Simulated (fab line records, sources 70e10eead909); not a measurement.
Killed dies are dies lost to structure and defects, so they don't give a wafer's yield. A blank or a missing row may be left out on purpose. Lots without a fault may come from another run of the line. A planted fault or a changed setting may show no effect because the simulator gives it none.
A struck lot beside a sound one | flow nand_harc | 19 steps out of a route of 1302
Sound: wafers L818.1, L818.3, L818.6. Struck: wafers L829.1, L829.3, L829.4. The cause comes at the end.
At each step with rows: each side's tool, then ch and its chambers, then its first start. Under that, the readings that differ: sound wafers | struck wafers | difference of the means | sigmas: that difference in standard deviations of wafers without a fault.
alike: readings whose means differ by less than 2 such deviations, and words and numbers that are the same on both sides. not compared: withheld readings, readings that some wafer has no value for, bounds like >300 that may hide the same value, and numbers for which the record gives no deviation and whose values overlap.
The two part at a step that has a row with sigmas, a row that says differs or no value, or rows on one side only. Numbers that don't overlap but have no deviation are shown without sigmas and don't part them. A reading that every wafer of one side lacks parts them only if that side has two wafers or more.

NHARC_P_ZERO_WELL_CD_MEAS_37: target cd 720 nm.
  sound on cd_sem-03 ch 0, day 2 20:12; struck on cd_sem-02 ch 0, day 7 10:03
  alike: cd_nm
then, 1 step without rows for these wafers: NHARC_P_ZERO_WELL_HARDBAKE_38 (time 80 s).
NHARC_P_ZERO_WELL_DESCUM_39: chemistry O2, time 3 s.
  sound on rie_diel-01 ch 0,1,3, day 2 20:22; struck on rie_diel-06 ch 1,2,3, day 7 10:17
  alike: drypump_motor_current_A, oes_product_au, rf_vpp_V, showerhead_plenum_p_Torr, throttle_valve_pct
  not compared: rf_hours_counter_h
then, 9 steps without rows for these wafers: NHARC_P_ZERO_WELL_IMPLANT_40; NHARC_P_ZERO_WELL_IMPLANT_59; NHARC_P_ZERO_WELL_IMPLANT_60; NHARC_P_ZERO_WELL_STRIP_41 (strips in SPM, time 840 s); NHARC_P_ZERO_WELL_DEHYDRATE_44 (time 120 s); NHARC_P_ZERO_WELL_HMDS_45 (time 30 s); NHARC_P_ZERO_WELL_COAT_46; NHARC_P_ZERO_WELL_SOFTBAKE_47 (time 95 s); NHARC_P_ZERO_WELL_EBR_48.
NHARC_P_ZERO_WELL_EXPOSE_49: exposes mask P HVPW, target cd 2000 nm.
  sound on krf_scanner-03 ch 0, day 2 21:41; struck on krf_scanner-03 ch 0, day 7 11:37
  reading | sound                      | struck                              | difference | sigmas
  mask    | P_HVPW#0 P_HVPW#0 P_HVPW#0 | P_HVPW_R1#0 P_HVPW_R1#0 P_HVPW_R1#0 | differs    |
then, 2 steps without rows for these wafers: NHARC_P_ZERO_WELL_PEB_50 (peb time 85 s); NHARC_P_ZERO_WELL_DEVELOP_51 (time 70 s).
NHARC_P_ZERO_WELL_CD_MEAS_52: target cd 2000 nm.
  sound on cd_sem-02 ch 0, day 2 21:50; struck on cd_sem-02 ch 0, day 7 11:46
  reading    | sound                | struck               | difference | sigmas
  cd_nm (nm) | 1999.1 2000.3 1999.9 | 1688.7 1689.4 1688.1 | -311.0     | -99 or more
then, 1 step without rows for these wafers: NHARC_P_ZERO_WELL_HARDBAKE_53 (time 80 s).
NHARC_P_ZERO_WELL_DESCUM_54: chemistry O2, time 3 s.
  sound on rie_diel-09 ch 1,2,3, day 2 21:59; struck on rie_diel-09 ch 0,1,3, day 7 11:56
  reading                      | sound          | struck         | difference | sigmas
  model.P_ZERO_WELL.cd_nm (nm) | 1999 2000 1999 | 1688 1689 1688 | -311       |
  alike: drypump_motor_current_A, oes_product_au, rf_vpp_V, showerhead_plenum_p_Torr, throttle_valve_pct
  not compared: rf_hours_counter_h
then, 1 step without rows for these wafers: NHARC_P_ZERO_WELL_IMPLANT_55.

WHERE THEY PART
First at NHARC_P_ZERO_WELL_EXPOSE_49; last, within this record, at NHARC_P_ZERO_WELL_CD_MEAS_52. Later steps at which nothing parts them and some readings are alike: NHARC_P_ZERO_WELL_DESCUM_54.

WHY: what the simulator had put in
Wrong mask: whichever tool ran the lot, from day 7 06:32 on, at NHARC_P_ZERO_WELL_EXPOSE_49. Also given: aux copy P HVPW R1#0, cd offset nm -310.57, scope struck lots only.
